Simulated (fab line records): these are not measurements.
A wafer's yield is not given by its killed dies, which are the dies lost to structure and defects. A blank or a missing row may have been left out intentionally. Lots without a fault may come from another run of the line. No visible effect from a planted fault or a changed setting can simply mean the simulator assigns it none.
Split-lot trial + flow n5_finfet + 21 wafers read from 7 lots, route of 1938 steps

ON THE SPLIT
At N5_BEOL_M4_EXPOSE_25 (exposes mask V3, defocus 5 nm), the setting dose_mj was moved away from the recipe's 63 on 11 of the 21 wafers read, by -6.3% to +5.3%. For the rest of the wafers, this setting stayed at what the recipe calls for.

FROM THE SPLIT TO THE READING: what the file shows between them, 2 steps
- N5_BEOL_M4_PEB_26: peb time 60 s
- N5_BEOL_M4_DEVELOP_27: develop time 30 s

THE READING
cd_nm, in nm, at N5_BEOL_M4_CD_MEAS_28 (target cd 26.2 nm, target cd y 24.1 nm). Fault-free wafers of this fab line usually give 26.20 nm, standard deviation 0.25 nm.

| wafer  | tool, chamber at the split | dose_mj as run | against the recipe | cd_nm, nm | against lot-mates on the recipe |
|--------|----------------------------|----------------|--------------------|-----------|---------------------------------|
| L080.1 | euv_scanner-02, 0          | 63             | recipe             | 25.63     | -                               |
| L080.4 | euv_scanner-02, 0          | 63             | recipe             | 26.26     | -                               |
| L080.5 | euv_scanner-02, 0          | 63             | recipe             | 26.08     | -                               |
| L083.1 | euv_scanner-01, 0          | 61.47          | -2.4%              | 25.92     | -0.52                           |
| L083.4 | euv_scanner-01, 0          | 63             | recipe             | 26.44     | -                               |
| L083.5 | euv_scanner-01, 0          | 61.47          | -2.4%              | 26.04     | -0.40                           |
| L085.3 | euv_scanner-01, 0          | 59.87          | -5.0%              | 25.26     | -0.96                           |
| L085.5 | euv_scanner-01, 0          | 63             | recipe             | 26.48     | -                               |
| L085.6 | euv_scanner-01, 0          | 63             | recipe             | 25.96     | -                               |
| L087.1 | euv_scanner-02, 0          | 59.01          | -6.3%              | 24.88     | -1.21                           |
| L087.2 | euv_scanner-02, 0          | 59.01          | -6.3%              | 24.93     | -1.16                           |
| L087.6 | euv_scanner-02, 0          | 63             | recipe             | 26.09     | -                               |
| L088.1 | euv_scanner-01, 0          | 65.69          | +4.3%              | 26.74     | +0.60                           |
| L088.2 | euv_scanner-01, 0          | 63             | recipe             | 26.14     | -                               |
| L088.6 | euv_scanner-01, 0          | 65.69          | +4.3%              | 27.10     | +0.96                           |
| L095.1 | euv_scanner-02, 0          | 66.31          | +5.3%              | 27.29     | +1.00                           |
| L095.3 | euv_scanner-02, 0          | 66.31          | +5.3%              | 26.96     | +0.67                           |
| L095.4 | euv_scanner-02, 0          | 63             | recipe             | 26.29     | -                               |
| L096.3 | euv_scanner-01, 0          | 63             | recipe             | 27.02     | -                               |
| L096.5 | euv_scanner-01, 0          | 59.34          | -5.8%              | 25.33     | -1.69                           |
| L096.6 | euv_scanner-01, 0          | 59.34          | -5.8%              | 25.28     | -1.74                           |

THE FIT
A straight line over all 21 wafers: cd_nm changes by +0.177 nm for each +1% of dose_mj; r = +0.92; the points scatter about the line by 0.28 nm.
The same after taking each lot's own level away (the mean of its wafers on the recipe; 21 wafers): +0.204 nm for each +1%; r = +0.95; scatter 0.24 nm.
That fit puts the effect of the largest move of dose_mj on the reading at 1.3 nm.
The lots' own levels span 25.990 to 27.020 nm, that is 4.1 times the standard deviation above.
So the lot-to-lot level changes the slope: the two fits differ.
Check: for one of the wafers moved furthest among these (-6.3%), held out of the fit, the line's prediction against its lot-mates is -1.39 nm. It came out at -1.21 nm against them.

OTHER SPLITS ON THESE WAFERS
Before the reading, these wafers also passed through other splits. Each is held against what the fit with the lots' levels taken away leaves over:
| other split on the same wafers   | wafers away from the commonest value | r with cd_nm (lot level and that fit taken away) |
|----------------------------------|--------------------------------------|--------------------------------------------------|
| N5_BEOL_M2_ETCH_69 bias_w        | 7                                    | -0.07                                            |
| N5_BEOL_M2_TRENCH_ETCH_37 bias_w | 10                                   | -0.07                                            |
| N5_BEOL_M2_SPUTTER_94 time_s     | 8                                    | -0.10                                            |
| N5_BEOL_M4_COAT_67 spin_rpm      | 6                                    | -0.01                                            |

FILE'S OWN FIT
cd_nm changes by +0.206 nm for each +1% of dose_mj, r = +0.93.
